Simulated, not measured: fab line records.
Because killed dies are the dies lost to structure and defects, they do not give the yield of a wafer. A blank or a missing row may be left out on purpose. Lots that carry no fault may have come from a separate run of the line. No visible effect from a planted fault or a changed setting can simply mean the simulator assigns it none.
fab line records	flow n5-finfet	part 2 of 2: steps 4 to 6 of 6
[record] lots = 23	wafers = 69	last-day = 17
route steps=1938 shown BEOL_M0_SAQP@652 BEOL_M0_CUTY@708 BEOL_M0@721
lots untouched by any fault: they come from a run of this same line in which no faults occurred
start-h: hours from the record's opening day to when the first of the lot's shown wafers began	wait-h: time in hours since the lot's previous step	" identical to the entry in the row above	L1.1+2: one row covering several wafers at once	- either no value or no given start	* or withheld: withheld	< > ~ a bound
route shown NAME@n: a module of which the file shows steps, and the number in the route of the first	usual: mean and standard deviation over wafers with no fault	same: alike in all rows	chamber/n: place in a boat	sites: the reading at each site	_std_site: the values' standard deviation	_edge_site: mean of outer sites minus mean of inner sites	radius-mm: for every site, how far away it sits from the centre of the wafer	mask NAME#n: copy n	behind: the most recent tool/chamber to have shaped the wafer	hold: what put the lot on hold/how long, in hours/how the hold closed	device: which transistor (n, p or np) failed to switch	end of line: the route-end tests of the same wafers	a step without rows: its recipe alone	killed: dies that structure and defects cost at the first sort, which is not the same as the wafer's yield	map: a wafer's dies, x killed, . not, _ none there
set.NAME: setting as actually run; set.NAME@STEP: the setting as run at that earlier step	model.NAME: the simulator's own value behind a step, which no gauge read
route steps across a sampled set of lots; one table per step, one row per wafer
services: the hour from which a tool's chamber was out of use, counted from the record's first day as start-h (under 0 if before that day), plus the number of hours and why
[[steps]]
[step N5_BEOL_M0_TRENCH_ETCH_107]
[recipe] chemistry = C4F6/O2	target-depth-a = 328	target = SiOC	time-s = 16.4	ion-energy-ev = 250	pressure-mtorr = 30	source-w = 355	bias-w = 185	Ar_flow_sccm = 300	C4F6_flow_sccm = 10	O2_flow_sccm = 10
[usual] drypump-motor-current-A = 5.6/0.42	oes-product-au = 0.80/0.098	rf-fwd-power-W = 348.6/2.1	rf-vpp-V = 664/18	showerhead-plenum-p-Torr = 2.84/0.066	throttle-valve-pct = 20.91/0.16
lot.wafer	tool	chamber	start-h	wait-h	drypump-motor-current-A	oes-product-au	rf-fwd-power-W	rf-hours-counter-h	rf-vpp-V	showerhead-plenum-p-Torr	throttle-valve-pct
L075.3	rie-diel-05	3	125.40	0.0	5.8	0.72	351.3	161	657	2.84	21.16
L075.4	"	2	"	"	5.3	0.77	348.7	-	657	2.86	20.74
L075.6	"	0	"	"	6.0	0.72	348.1	-	646	2.71	20.77
L074.1	rie-diel-03	2	128.53	0.0	5.3	0.70	348.4	213	676	2.90	20.92
L074.2	"	0	"	"	5.8	0.66	346.8	232	643	2.82	21.04
L074.4	"	3	"	"	5.5	0.99	349.0	3	674	2.92	20.87
L077.4	rie-diel-05	2	138.82	0.0	5.3	0.76	351.0	104	656	2.85	20.74
L077.5	"	3	"	"	5.8	0.72	351.4	-	657	2.84	21.18
L077.6	"	2	"	"	5.3	0.76	351.3	-	656	2.85	20.74
L078.1	rie-diel-04	1	146.72	0.0	5.3	0.89	348.3	31	677	2.80	21.07
L078.2	"	0	"	"	4.9	0.86	348.0	61	678	2.89	20.74
L078.6	"	0	"	"	4.8	0.86	349.1	-	676	2.89	20.75
L079.2	rie-diel-03	3	149.22	0.0	5.5	0.96	346.6	11	673	2.92	20.88
L079.3	"	1	"	"	6.3	0.83	349.0	67	698	2.87	20.82
L079.6	"	2	"	"	5.4	0.69	350.3	-	676	2.89	20.94
L080.2	rie-diel-04	1	152.51	0.0	5.3	0.88	346.7	33	676	2.80	21.08
L080.3	"	2	"	"	5.5	0.91	350.8	20	657	2.76	20.81
L080.6	"	0	"	"	4.8	0.85	350.2	-	677	2.89	20.76
L081.2	rie-diel-05	3	164.83	0.0	5.8	0.72	350.4	176	655	2.83	21.20
L081.5	"	0	"	"	6.0	0.71	346.1	-	648	2.70	20.81
L081.6	"	3	"	"	5.8	0.72	349.4	-	655	2.83	21.19
L082.1	rie-diel-04	0	166.38	0.0	4.8	0.84	347.8	68	676	2.89	20.76
L082.3	"	1	"	"	5.3	0.86	347.8	39	675	2.80	21.10
L082.4	"	2	"	"	5.5	0.90	349.3	26	658	2.76	20.83
L083.1	rie-diel-05	2	176.62	0.0	5.3	0.73	350.7	116	656	2.85	20.76
L083.2	"	3	"	"	5.8	0.70	351.5	180	657	2.83	21.19
L083.4	"	1	"	"	5.3	0.93	346.8	14	638	2.92	21.06
L084.2	rie-diel-03	2	184.92	0.0	5.4	0.69	349.9	236	677	2.89	20.95
L084.3	"	1	"	"	6.4	0.82	350.0	80	700	2.87	20.83
L084.6	"	2	"	"	5.3	0.68	348.8	-	676	2.89	20.94
L087.3	rie-diel-05	0	203.67	0.0	6.0	0.70	347.0	192	647	2.70	20.81
L087.5	"	0	"	"	6.0	0.69	346.1	-	647	2.70	20.81
L087.6	"	3	"	"	5.8	0.70	350.1	-	657	2.83	21.21
L085.1	rie-diel-03	1	209.86	0.0	6.3	0.80	351.2	91	697	2.86	20.85
L085.3	"	2	"	"	5.4	0.68	349.4	246	676	2.88	20.96
L085.4	"	0	"	"	5.8	0.95	345.5	2	641	2.81	20.67
L086.2	rie-diel-05	2	211.11	0.0	5.3	0.74	351.4	125	656	2.84	20.79
L086.4	"	0	"	"	6.0	0.69	345.6	196	646	2.69	20.82
L086.6	"	0	"	"	6.0	0.69	344.8	-	645	2.69	20.82
L088.1	rie-diel-03	3	218.84	0.0	5.5	0.90	345.1	39	674	2.91	20.93
L088.5	"	2	"	"	5.4	0.69	347.4	-	674	2.88	20.98
L088.6	"	1	"	"	6.3	0.80	350.4	-	696	2.86	20.86
L089.3	rie-diel-04	1	224.81	0.0	5.3	0.83	346.5	63	674	2.79	21.15
L089.4	"	3	"	"	6.3	0.69	351.0	248	680	2.90	20.90
L089.6	"	1	"	"	5.3	0.84	347.0	-	677	2.79	21.13
L091.1	rie-diel-04	0	224.92	0.0	4.8	0.82	348.7	91	678	2.88	20.79
L091.2	"	2	"	"	5.5	0.87	350.0	40	658	2.75	20.84
L091.6	"	3	"	"	6.3	0.69	351.1	-	682	2.90	20.90
L090.2	rie-diel-05	3	226.59	0.0	5.8	0.69	350.7	194	655	2.83	21.23
L090.4	"	2	"	"	5.3	0.73	352.8	131	657	2.84	20.79
L090.5	"	0	"	"	6.0	0.69	348.3	-	647	2.69	20.83
L092.1	rie-diel-05	2	231.88	0.0	5.3	0.73	352.1	133	654	2.84	20.78
L092.4	"	0	"	"	6.0	0.69	346.4	204	646	2.69	20.83
L092.6	"	3	"	"	5.8	0.70	350.6	-	655	2.83	21.21
L093.1	rie-diel-03	0	233.90	0.0	5.8	0.92	348.2	12	641	2.81	20.69
L093.3	"	3	"	"	5.5	0.89	346.0	47	673	2.90	20.93
L093.4	"	1	"	"	6.3	0.80	350.0	-	698	2.86	20.87
L094.2	rie-diel-03	0	239.55	0.0	5.8	0.91	344.8	15	641	2.81	20.69
L094.3	"	3	"	"	5.4	0.88	345.0	50	672	2.90	20.95
L094.5	"	1	"	"	6.3	0.79	349.4	-	697	2.86	20.86
L095.4	rie-diel-03	3	242.73	0.0	5.5	0.87	345.9	51	672	2.90	20.95
L095.5	"	2	"	"	5.3	1.01	348.7	-	676	2.88	20.55
L095.6	"	1	"	"	6.3	0.80	348.8	-	696	2.86	20.88
L096.4	rie-diel-03	2	246.41	0.0	5.4	1.00	348.2	2	675	2.88	20.58
L096.5	"	0	"	"	5.8	0.92	346.1	-	643	2.80	20.70
L096.6	"	3	"	"	5.5	0.88	347.1	-	673	2.90	20.95
L097.1	rie-diel-05	0	261.16	0.0	6.0	0.69	347.3	214	645	2.69	20.86
L097.4	"	1	"	"	5.3	0.87	344.7	46	636	2.91	21.12
L097.5	"	1	"	"	5.3	0.87	346.2	-	637	2.91	21.11
[step N5_BEOL_M0_ANNEAL_117]
[recipe] temp-c = 400	time-s = 60	ambient = vacuum
[usual] heater-power-w = 820/62
lot.wafer	tool	chamber	start-h	wait-h	heater-power-w
L075.3	pvd-sputter-02	-	127.55	0.0	731
L075.4	"	-	"	"	723
L075.6	"	-	"	"	871
L074.1	pvd-sputter-01	-	130.11	0.0	743
L074.2	"	-	"	"	897
L074.4	"	-	"	"	901
L077.4	pvd-sputter-02	-	139.78	0.0	882
L077.5	"	-	"	"	709
L077.6	"	-	"	"	857
L078.1	pvd-sputter-03	-	148.52	0.0	872
L078.2	"	-	"	"	837
L078.6	"	-	"	"	795
L079.2	pvd-sputter-02	-	150.64	0.0	735
L079.3	"	-	"	"	721
L079.6	"	-	"	"	754
L080.2	pvd-sputter-01	-	155.57	0.0	782
L080.3	"	-	"	"	760
L080.6	"	-	"	"	763
L081.2	pvd-sputter-01	-	166.48	0.0	893
L081.5	"	-	"	"	770
L081.6	"	-	"	"	756
L082.1	pvd-sputter-02	-	168.34	0.0	723
L082.3	"	-	"	"	853
L082.4	"	-	"	"	892
L083.1	pvd-sputter-01	-	178.86	0.0	878
L083.2	"	-	"	"	867
L083.4	"	-	"	"	769
L084.2	pvd-sputter-01	-	187.17	0.0	750
L084.3	"	-	"	"	781
L084.6	"	-	"	"	888
L087.3	pvd-sputter-01	-	205.10	0.0	793
L087.5	"	-	"	"	872
L087.6	"	-	"	"	759
L085.1	pvd-sputter-03	-	211.96	0.0	859
L085.3	"	-	"	"	880
L085.4	"	-	"	"	794
L086.2	pvd-sputter-03	-	215.16	0.0	877
L086.4	"	-	"	"	807
L086.6	"	-	"	"	866
L088.1	pvd-sputter-02	-	220.42	0.0	838
L088.5	"	-	"	"	736
L088.6	"	-	"	"	861
L089.3	pvd-sputter-02	-	226.40	0.0	843
L089.4	"	-	"	"	762
L089.6	"	-	"	"	761
L091.1	pvd-sputter-03	-	226.50	0.0	811
L091.2	"	-	"	"	822
L091.6	"	-	"	"	870
L090.2	pvd-sputter-03	-	227.56	0.0	811
L090.4	"	-	"	"	881
L090.5	"	-	"	"	878
L092.1	pvd-sputter-01	-	234.66	0.0	862
L092.4	"	-	"	"	905
L092.6	"	-	"	"	869
L093.1	pvd-sputter-01	-	235.18	0.0	750
L093.3	"	-	"	"	893
L093.4	"	-	"	"	772
L094.2	pvd-sputter-01	-	241.96	0.0	756
L094.3	"	-	"	"	887
L094.5	"	-	"	"	751
L095.4	pvd-sputter-02	-	245.55	0.0	711
L095.5	"	-	"	"	764
L095.6	"	-	"	"	832
L096.4	pvd-sputter-02	-	248.63	0.0	736
L096.5	"	-	"	"	910
L096.6	"	-	"	"	724
L097.1	pvd-sputter-01	-	263.99	0.0	785
L097.4	"	-	"	"	904
L097.5	"	-	"	"	780
[step N5_BEOL_M0_SPUTTER_134]
[recipe] material = Cu	target-thk-a = 40	temp-c = -20	chamber-pressure-pa = 0.07	power-w = withheld	time-s = 7.37
[usual] chamber-pressure-pa = 0.07/0.00014	substrate-temp-c = -19.98/0.1	throttle-valve-pct = 29.8/0.88
lot.wafer	tool	chamber	start-h	wait-h	chamber-pressure-pa	substrate-temp-c	throttle-valve-pct
L075.3	pvd-sputter-02	-	127.71	0.0	0.07006	-20.11	29.3
L075.4	"	-	"	"	0.07002	-20.10	30.1
L075.6	"	-	"	"	0.07014	-20.06	29.3
L074.1	pvd-sputter-01	-	130.27	0.0	0.07011	-20.06	28.1
L074.2	"	-	"	"	0.07011	-20.03	30.3
L074.4	"	-	"	"	0.07022	-20.23	29.0
L077.4	pvd-sputter-02	-	139.94	0.0	0.06972	-19.93	31.2
L077.5	"	-	"	"	0.07009	-19.99	30.2
L077.6	"	-	"	"	0.06988	-20.02	29.4
L078.1	pvd-sputter-03	-	148.68	0.0	0.06994	-20.06	30.3
L078.2	"	-	"	"	0.0701	-19.85	29.2
L078.6	"	-	"	"	0.07012	-19.94	29.0
L079.2	pvd-sputter-02	-	150.80	0.0	0.07005	-19.95	29.1
L079.3	"	-	"	"	0.07018	-19.93	30.1
L079.6	"	-	"	"	0.06983	-20.12	29.6
L080.2	pvd-sputter-01	-	155.73	0.0	0.07001	-20.09	30.3
L080.3	"	-	"	"	0.07024	-19.87	28.1
L080.6	"	-	"	"	0.07002	-20.03	28.5
L081.2	pvd-sputter-01	-	166.64	0.0	0.07001	-19.94	29.4
L081.5	"	-	"	"	0.07016	-20.03	30.3
L081.6	"	-	"	"	0.06999	-20.04	28.3
L082.1	pvd-sputter-02	-	168.50	0.0	0.06985	-19.96	30.3
L082.3	"	-	"	"	0.06976	-19.98	29.4
L082.4	"	-	"	"	0.07004	-19.91	31.0
L083.1	pvd-sputter-01	-	179.02	0.0	0.06985	-19.97	29.3
L083.2	"	-	"	"	0.07002	-19.84	30.0
L083.4	"	-	"	"	0.07006	-19.92	28.2
L084.2	pvd-sputter-01	-	187.33	0.0	0.06996	-19.87	28.2
L084.3	"	-	"	"	0.07013	-20.11	30.5
L084.6	"	-	"	"	0.06994	-19.79	29.9
L087.3	pvd-sputter-01	-	205.26	0.0	0.06981	-20.01	30.1
L087.5	"	-	"	"	0.07013	-19.96	29.7
L087.6	"	-	"	"	0.07024	-20.11	28.2
L085.1	pvd-sputter-03	-	212.12	0.0	0.06996	-20.13	31.9
L085.3	"	-	"	"	0.06993	-20.00	30.6
L085.4	"	-	"	"	0.07012	-20.08	29.3
L086.2	pvd-sputter-03	-	215.32	0.0	0.07005	-19.89	30.0
L086.4	"	-	"	"	0.07016	-19.98	29.3
L086.6	"	-	"	"	0.06995	-19.90	30.3
L088.1	pvd-sputter-02	-	220.58	0.0	0.07003	-20.09	29.2
L088.5	"	-	"	"	0.07023	-19.99	30.1
L088.6	"	-	"	"	0.07015	-19.96	29.2
L089.3	pvd-sputter-02	-	226.56	0.0	0.07011	-19.88	29.5
L089.4	"	-	"	"	0.06999	-19.98	29.5
L089.6	"	-	"	"	0.06996	-19.87	29.2
L091.1	pvd-sputter-03	-	226.68	0.0	0.06998	-19.99	30.2
L091.2	"	-	"	"	0.07013	-20.21	29.2
L091.6	"	-	"	"	0.07022	-19.98	30.1
L090.2	pvd-sputter-03	-	227.74	0.0	0.07024	-20.00	30.0
L090.4	"	-	"	"	0.06999	-19.80	30.3
L090.5	"	-	"	"	0.0701	-19.91	31.7
L092.1	pvd-sputter-01	-	234.82	0.0	0.0699	-20.01	29.1
L092.4	"	-	"	"	0.07012	-19.91	30.0
L092.6	"	-	"	"	0.06989	-19.70	29.2
L093.1	pvd-sputter-01	-	235.34	0.0	0.07006	-19.98	28.2
L093.3	"	-	"	"	0.06992	-19.96	29.1
L093.4	"	-	"	"	0.07003	-19.88	30.1
L094.2	pvd-sputter-01	-	242.12	0.0	0.06972	-19.94	28.2
L094.3	"	-	"	"	0.07009	-19.76	29.1
L094.5	"	-	"	"	0.06972	-20.04	28.2
L095.4	pvd-sputter-02	-	245.71	0.0	0.0703	-20.05	30.2
L095.5	"	-	"	"	0.07008	-20.20	29.1
L095.6	"	-	"	"	0.06981	-19.95	29.1
L096.4	pvd-sputter-02	-	248.79	0.0	0.06977	-20.02	29.9
L096.5	"	-	"	"	0.07015	-20.02	30.9
L096.6	"	-	"	"	0.06988	-19.97	29.5
L097.1	pvd-sputter-01	-	264.15	0.0	0.07019	-19.91	30.3
L097.4	"	-	"	"	0.06998	-20.04	29.1
L097.5	"	-	"	"	0.07007	-19.89	30.3
[[services]]
tool	chamber	start-h	hours	kind
rie-diel-01	-	94.56	2.8	pm
rie-diel-03	3	104.51	-	clean
rie-diel-03	3	104.51	-	consumable-replace:focus-ring
rie-diel-03	3	104.51	17.2	scheduled-down
rie-diel-03	3	104.51	17.2	vent-cycle
rie-diel-01	0	114.37	7.6	repair
rie-diel-05	1	114.63	-	clean
rie-diel-05	1	114.63	-	consumable-replace:focus-ring
rie-diel-05	1	114.63	18.1	scheduled-down
rie-diel-05	1	114.63	18.1	vent-cycle
rie-diel-06	1	127.09	2.5	repair
rie-diel-06	2	139.56	7.7	repair
rie-diel-01	3	142.69	2.2	repair
rie-diel-04	3	149.33	7.2	repair
pvd-sputter-02	-	166.21	1.9	repair
rie-diel-04	2	169.75	12.7	repair
rie-diel-02	1	178.83	7.1	repair
rie-diel-03	0	180.04	-	clean
rie-diel-03	0	180.04	-	consumable-replace:focus-ring
rie-diel-03	0	180.04	25.4	scheduled-down
pvd-sputter-03	-	186.93	2.6	repair
rie-diel-04	2	205.62	6.8	repair
rie-diel-01	2	220.13	3.2	repair
rie-diel-05	3	257.16	2.8	repair
